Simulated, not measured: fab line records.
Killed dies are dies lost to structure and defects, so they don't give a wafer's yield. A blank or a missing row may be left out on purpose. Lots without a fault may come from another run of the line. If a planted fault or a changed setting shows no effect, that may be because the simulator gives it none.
Matching of chambers + flow nandHarc + NHARC_P_CONTACT_CMP_24 on cmp-04 has 4 sister chambers
The step polishes, t overpolish 30 s, target thk 200 nm. 14 wafers are shown with their chamber, then 7 later ones without.

WAFERS, EACH WITH ITS CHAMBER
| wafer  | chamber | motorCurrentA (A) | timeToEndpointS (s) | overpolishRunS (s) |
|--------|---------|-------------------|---------------------|--------------------|
| L078.1 | 1       | 12.2              | 42.2                | 29.997             |
| L078.3 | 3       | 10.9              | 41.9                | 30.008             |
| L078.5 | 3       | 10.6              | 40.9                | 29.998             |
| L079.3 | 2       | 12.8              | 40.1                | 30.004             |
| L079.5 | 1       | 12.2              | 39.0                | 30.015             |
| L079.6 | 2       | 13.1              | 36.3                | 30.001             |
| L080.4 | 3       | 10.0              | 39.3                | 29.992             |
| L080.5 | 3       | 10.3              | 40.0                | 29.995             |
| L080.6 | 2       | 12.8              | 33.9                | 30.000             |
| L081.1 | 0       | 9.6               | 36.6                | 30.005             |
| L081.2 | 1       | 12.0              | 37.2                | 29.996             |
| L081.3 | 3       | 10.6              | 36.6                | 29.994             |
| L089.3 | 1       | 11.5              | 41.9                | 30.022             |
| L089.4 | 3       | 11.2              | 40.2                | 30.006             |

SIGNATURES (means of the wafers above)
| reading         | chamber 0 | chamber 1 | chamber 2 | chamber 3 | scatter within a chamber |
|-----------------|-----------|-----------|-----------|-----------|--------------------------|
| motorCurrentA   | 9.600     | 11.975    | 12.900    | 10.600    | 0.359                    |
| timeToEndpointS | 36.600    | 40.075    | 36.767    | 39.817    | 2.3                      |
| overpolishRunS  | 30.00500  | 30.00750  | 30.00167  | 29.99883  | 0.00859                  |
Rule: for a wafer and a chamber, the distance is found by dividing, reading by reading, the gap between the wafer's reading and the chamber's mean by the reading's scatter, squaring, summing and taking the root. If the next closest chamber is less than 2 further off than the closest, the wafer can't be placed; otherwise it belongs to the closest. The scatter: the root of (the sum of the squares of (reading less its chamber's mean) over the shown wafers, divided by (wafers less chambers)).

WAFERS WITH NO CHAMBER GIVEN
| wafer  | motorCurrentA (A) | timeToEndpointS (s) | overpolishRunS (s) |
|--------|-------------------|---------------------|--------------------|
| L089.5 | 9.7               | 41.5                | 30.019             |
| L096.1 | 12.0              | 40.3                | 29.995             |
| L096.5 | 11.3              | 38.8                | 30.005             |
| L096.6 | 12.5              | 39.4                | 29.994             |
| L097.1 | 12.2              | 40.4                | 30.019             |
| L097.4 | 11.1              | 40.7                | 30.004             |
| L097.5 | 12.2              | 37.5                | 30.029             |

WHICH CHAMBER EACH ONE RAN IN
| wafer  | from the rows above     | in truth |
|--------|-------------------------|----------|
| L089.5 | can't be placed: 0 or 3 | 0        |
| L096.1 | can't be placed: 1 or 2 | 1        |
| L096.5 | can't be placed: 1 or 3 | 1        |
| L096.6 | can't be placed: 2 or 1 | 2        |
| L097.1 | can't be placed: 1 or 2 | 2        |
| L097.4 | can't be placed: 3 or 1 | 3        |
| L097.5 | can't be placed: 1 or 2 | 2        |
Correctly placed: 0 of 7. These rows do not allow placing 7 (true chamber among the candidates in 7). Number placed wrongly: 0.
